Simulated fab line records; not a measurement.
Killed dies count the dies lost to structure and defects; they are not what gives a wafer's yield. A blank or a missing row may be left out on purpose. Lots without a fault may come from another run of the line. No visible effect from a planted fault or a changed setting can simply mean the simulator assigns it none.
Matching of chambers | flow nand harc | 4 sister chambers for NHARC_P_GATE_DESCUM_93 on rie diel-05
The step chemistry O2, time 3 s. 18 wafers are shown with their chamber, then 9 later ones without.

## WAFERS WITH THEIR CHAMBER
wafer  | chamber | showerhead plenum p Torr (Torr) | oes product au (a.u.) | rf vpp V (V)
L074.2 | 0       | 2.06                            | 0.999                 | 59.7
L074.3 | 3       | 2.01                            | 1.006                 | 57.4
L074.5 | 0       | 2.06                            | 1.003                 | 58.9
L079.1 | 2       | 1.77                            | 0.988                 | 56.8
L079.3 | 0       | 2.06                            | 0.994                 | 58.5
L079.6 | 2       | 1.77                            | 0.982                 | 56.8
L078.2 | 1       | 1.94                            | 0.988                 | 57.2
L078.3 | 2       | 1.77                            | 0.984                 | 56.7
L078.6 | 3       | 2.01                            | 1.002                 | 56.9
L087.1 | 3       | 2.00                            | 1.000                 | 58.5
L087.4 | 1       | 1.94                            | 1.000                 | 57.6
L087.5 | 3       | 2.00                            | 0.997                 | 58.5
L087.2 | 0       | 2.05                            | 0.988                 | 57.9
L087.3 | 2       | 2.07                            | 0.998                 | 59.0
L087.6 | 0       | 2.05                            | 0.987                 | 58.4
L091.1 | 1       | 1.94                            | 0.990                 | 57.7
L091.3 | 0       | 2.05                            | 0.988                 | 57.1
L091.4 | 3       | 2.00                            | 1.003                 | 57.0

SIGNATURES, as means of the wafers listed above
reading                  | chamber 0 | chamber 1 | chamber 2 | chamber 3 | scatter within a chamber
showerhead plenum p Torr | 2.0550    | 1.9400    | 1.8450    | 2.0040    | 0.0696
oes product au           | 0.99317   | 0.99267   | 0.98800   | 1.00160   | 0.00599
rf vpp V                 | 58.417    | 57.500    | 57.325    | 57.660    | 0.856
Rule: a wafer's distance from a chamber is the root of the sum, over the readings, of the square of ((its reading less the chamber's mean) divided by the reading's scatter). The wafer belongs to the nearest chamber; if the next one is less than 2 further off, it can't be placed. The scatter: the root of (the sum of the squares of (reading less its chamber's mean) over the shown wafers, divided by (wafers less chambers)).

## WAFERS WITH NO CHAMBER GIVEN
wafer  | showerhead plenum p Torr (Torr) | oes product au (a.u.) | rf vpp V (V)
L091.2 | 2.07                            | 1.001                 | 58.0
L091.5 | 1.94                            | 0.993                 | 57.0
L091.6 | 2.05                            | 0.993                 | 57.1
L094.2 | 2.07                            | 1.000                 | 58.7
L094.3 | 1.93                            | 0.995                 | 57.9
L094.4 | 2.05                            | 0.986                 | 58.1
L095.1 | 2.07                            | 1.001                 | 58.8
L095.2 | 2.05                            | 0.991                 | 58.0
L095.4 | 1.99                            | 1.008                 | 56.2

## WHICH CHAMBER EACH WENT THROUGH
wafer  | from the rows above               | in truth
L091.2 | can't be placed: 3 or 0 or 1      | 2
L091.5 | can't be placed: 1 or 2 or 3 or 0 | 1
L091.6 | can't be placed: 0 or 1 or 3 or 2 | 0
L094.2 | can't be placed: 0 or 3 or 1      | 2
L094.3 | can't be placed: 1 or 3 or 2 or 0 | 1
L094.4 | can't be placed: 0 or 1 or 3 or 2 | 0
L095.1 | can't be placed: 0 or 3 or 1      | 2
L095.2 | can't be placed: 0 or 1 or 3      | 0
L095.4 | can't be placed: 3 or 1 or 0      | 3
Correct placement for 0 of the 9. Unplaceable from these rows: 9, with the true chamber sitting among the candidates in 6. Placed wrongly: 0.
